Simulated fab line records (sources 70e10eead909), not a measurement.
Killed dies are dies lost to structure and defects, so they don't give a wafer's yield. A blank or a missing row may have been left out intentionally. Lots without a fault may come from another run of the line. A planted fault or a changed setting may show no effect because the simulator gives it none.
Chamber matching -- flow nand_harc -- rie_diel-12 running NHARC_P_M1_STRIP_18: 4 sister chambers
The step strips in N2/H2. 18 wafers are shown with their chamber, then 9 later ones without.

EACH WAFER AND ITS CHAMBER
wafer,chamber,drypump_motor_current_A (A),rf_vpp_V (V),oes_product_au (a.u.)
L075.3,1,5.2,92.3,1.005
L075.4,0,5.7,90.1,1.009
L075.5,1,5.2,91.2,0.995
L077.1,0,5.7,90.2,1.008
L077.2,1,5.2,89.3,1.021
L077.4,3,6.0,92.2,1.005
L081.2,1,5.2,91.6,1.005
L081.3,2,5.6,90.3,0.996
L081.4,0,5.7,89.6,0.998
L083.1,0,5.7,88.3,1.010
L083.2,3,6.0,91.0,0.998
L083.5,0,5.7,90.5,1.004
L082.1,3,6.0,92.1,0.997
L082.2,1,5.2,92.4,1.003
L082.4,2,5.6,91.3,0.995
L088.2,3,5.9,91.2,1.003
L088.3,1,5.2,92.3,0.996
L088.4,3,5.9,91.1,1.001

SIGNATURES, as means of the wafers listed above
reading,chamber 0,chamber 1,chamber 2,chamber 3,scatter within a chamber
drypump_motor_current_A,5.700,5.200,5.600,5.960,0.0293
rf_vpp_V,89.740,91.517,90.800,91.520,0.922
oes_product_au,1.00580,1.00417,0.99550,1.00080,0.00643
Rule: a wafer's distance from a chamber is the root of the sum, over the readings, of the square of ((its reading less the chamber's mean) divided by the reading's scatter). The wafer belongs to the nearest chamber; if the next one is less than 2 further off, it can't be placed. The scatter: take each reading less its chamber's mean, square it, sum over the shown wafers, divide by the number of wafers less the number of chambers, and take the root.

WAFERS WHOSE CHAMBER IS MISSING
wafer,drypump_motor_current_A (A),rf_vpp_V (V),oes_product_au (a.u.)
L085.3,5.2,92.8,0.988
L085.4,6.0,91.9,1.004
L085.5,5.2,92.0,0.988
L090.2,5.5,91.0,1.009
L090.4,6.0,92.1,0.992
L090.6,6.0,92.1,0.977
L094.2,5.6,89.3,1.000
L094.4,5.9,93.5,0.971
L094.6,5.2,92.0,0.987

THE CHAMBER EACH PASSED THROUGH
wafer,from the rows above,in truth
L085.3,1,1
L085.4,3,3
L085.5,1,1
L090.2,2,2
L090.4,3,3
L090.6,3,3
L094.2,can't be placed: 2 or 0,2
L094.4,3,3
L094.6,1,1
Correct placement for 8 of the 9. Can't be placed from these rows: 1 (the true chamber is among the candidates in 1). Number placed wrongly: 0.
